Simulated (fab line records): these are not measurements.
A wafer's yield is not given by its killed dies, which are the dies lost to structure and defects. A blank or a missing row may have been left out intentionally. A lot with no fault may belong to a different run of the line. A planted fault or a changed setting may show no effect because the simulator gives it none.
Chamber matching :: flow n5-finfet :: N5_BEOL_M8_ETCH_61 on rie-diel-06 has 4 sister chambers
The step etches SiARC in CF4, target depth 45.5 nm, time 75.8 s. 18 wafers are shown with their chamber, then 9 later ones without.

== WAFERS, EACH WITH ITS CHAMBER ==
wafer: L076.1
chamber: 2
showerhead-plenum-p-Torr (Torr): 2.29
drypump-motor-current-A (A): 6.26
oes-product-au (a.u.): 0.81

wafer: L076.2
chamber: 1
showerhead-plenum-p-Torr (Torr): 2.12
drypump-motor-current-A (A): 5.40
oes-product-au (a.u.): 0.60

wafer: L076.3
chamber: 0
showerhead-plenum-p-Torr (Torr): 2.21
drypump-motor-current-A (A): 5.80
oes-product-au (a.u.): 0.62

wafer: L076.4
chamber: 3
showerhead-plenum-p-Torr (Torr): 2.04
drypump-motor-current-A (A): 5.22
oes-product-au (a.u.): 0.62

wafer: L076.5
chamber: 3
showerhead-plenum-p-Torr (Torr): 2.04
drypump-motor-current-A (A): 5.23
oes-product-au (a.u.): 0.62

wafer: L076.6
chamber: 0
showerhead-plenum-p-Torr (Torr): 2.21
drypump-motor-current-A (A): 5.80
oes-product-au (a.u.): 0.63

wafer: L075.2
chamber: 2
showerhead-plenum-p-Torr (Torr): 2.29
drypump-motor-current-A (A): 6.26
oes-product-au (a.u.): 0.81

wafer: L075.3
chamber: 1
showerhead-plenum-p-Torr (Torr): 2.12
drypump-motor-current-A (A): 5.41
oes-product-au (a.u.): 0.60

wafer: L075.4
chamber: 3
showerhead-plenum-p-Torr (Torr): 2.04
drypump-motor-current-A (A): 5.26
oes-product-au (a.u.): 0.63

wafer: L078.2
chamber: 3
showerhead-plenum-p-Torr (Torr): 2.04
drypump-motor-current-A (A): 5.22
oes-product-au (a.u.): 0.62

wafer: L078.3
chamber: 1
showerhead-plenum-p-Torr (Torr): 2.12
drypump-motor-current-A (A): 5.40
oes-product-au (a.u.): 0.60

wafer: L078.6
chamber: 1
showerhead-plenum-p-Torr (Torr): 2.12
drypump-motor-current-A (A): 5.40
oes-product-au (a.u.): 0.60

wafer: L080.2
chamber: 0
showerhead-plenum-p-Torr (Torr): 2.21
drypump-motor-current-A (A): 5.79
oes-product-au (a.u.): 0.61

wafer: L080.3
chamber: 3
showerhead-plenum-p-Torr (Torr): 2.04
drypump-motor-current-A (A): 5.17
oes-product-au (a.u.): 0.61

wafer: L080.6
chamber: 3
showerhead-plenum-p-Torr (Torr): 2.04
drypump-motor-current-A (A): 5.22
oes-product-au (a.u.): 0.62

wafer: L081.1
chamber: 0
showerhead-plenum-p-Torr (Torr): 2.20
drypump-motor-current-A (A): 5.82
oes-product-au (a.u.): 0.62

wafer: L081.3
chamber: 1
showerhead-plenum-p-Torr (Torr): 2.12
drypump-motor-current-A (A): 5.46
oes-product-au (a.u.): 0.60

wafer: L081.6
chamber: 0
showerhead-plenum-p-Torr (Torr): 2.21
drypump-motor-current-A (A): 5.81
oes-product-au (a.u.): 0.63

SIGNATURES (averages over the wafers above)
reading: showerhead-plenum-p-Torr
chamber 0: 2.2080
chamber 1: 2.1200
chamber 2: 2.2900
chamber 3: 2.0400
scatter within a chamber: 0.00239

reading: drypump-motor-current-A
chamber 0: 5.8040
chamber 1: 5.4140
chamber 2: 6.2600
chamber 3: 5.2200
scatter within a chamber: 0.0231

reading: oes-product-au
chamber 0: 0.6220
chamber 1: 0.6000
chamber 2: 0.8100
chamber 3: 0.6200
scatter within a chamber: 0.00586
Rule: a wafer lies at a distance from a chamber equal to the root of the sum of squares, over the readings, of (its reading less the chamber's mean, divided by the reading's scatter). If the next closest chamber is less than 2 further off than the closest, the wafer can't be placed; otherwise it belongs to the closest. The scatter is the square root of a quotient: the sum, over the shown wafers, of each reading's squared deviation from its chamber's mean, divided by wafers minus chambers.

== WAFERS WITH NO CHAMBER GIVEN ==
wafer: L085.1
showerhead-plenum-p-Torr (Torr): 2.11
drypump-motor-current-A (A): 5.42
oes-product-au (a.u.): 0.60

wafer: L085.2
showerhead-plenum-p-Torr (Torr): 2.20
drypump-motor-current-A (A): 5.81
oes-product-au (a.u.): 0.61

wafer: L085.3
showerhead-plenum-p-Torr (Torr): 2.04
drypump-motor-current-A (A): 5.19
oes-product-au (a.u.): 0.61

wafer: L086.3
showerhead-plenum-p-Torr (Torr): 2.04
drypump-motor-current-A (A): 5.20
oes-product-au (a.u.): 0.61

wafer: L086.5
showerhead-plenum-p-Torr (Torr): 2.11
drypump-motor-current-A (A): 5.40
oes-product-au (a.u.): 0.60

wafer: L086.6
showerhead-plenum-p-Torr (Torr): 2.20
drypump-motor-current-A (A): 5.80
oes-product-au (a.u.): 0.61

wafer: L091.2
showerhead-plenum-p-Torr (Torr): 2.03
drypump-motor-current-A (A): 5.24
oes-product-au (a.u.): 0.60

wafer: L091.3
showerhead-plenum-p-Torr (Torr): 2.11
drypump-motor-current-A (A): 5.44
oes-product-au (a.u.): 0.59

wafer: L091.6
showerhead-plenum-p-Torr (Torr): 2.11
drypump-motor-current-A (A): 5.46
oes-product-au (a.u.): 0.59

== WHICH CHAMBER EACH ONE RAN IN ==
wafer: L085.1
from the rows above: 1
in truth: 1

wafer: L085.2
from the rows above: 0
in truth: 0

wafer: L085.3
from the rows above: 3
in truth: 3

wafer: L086.3
from the rows above: 3
in truth: 3

wafer: L086.5
from the rows above: 1
in truth: 1

wafer: L086.6
from the rows above: 0
in truth: 0

wafer: L091.2
from the rows above: 3
in truth: 3

wafer: L091.3
from the rows above: 1
in truth: 1

wafer: L091.6
from the rows above: 1
in truth: 1
Correctly placed: 9 of 9. Left unplaced by these rows: 0. Number placed wrongly: 0.
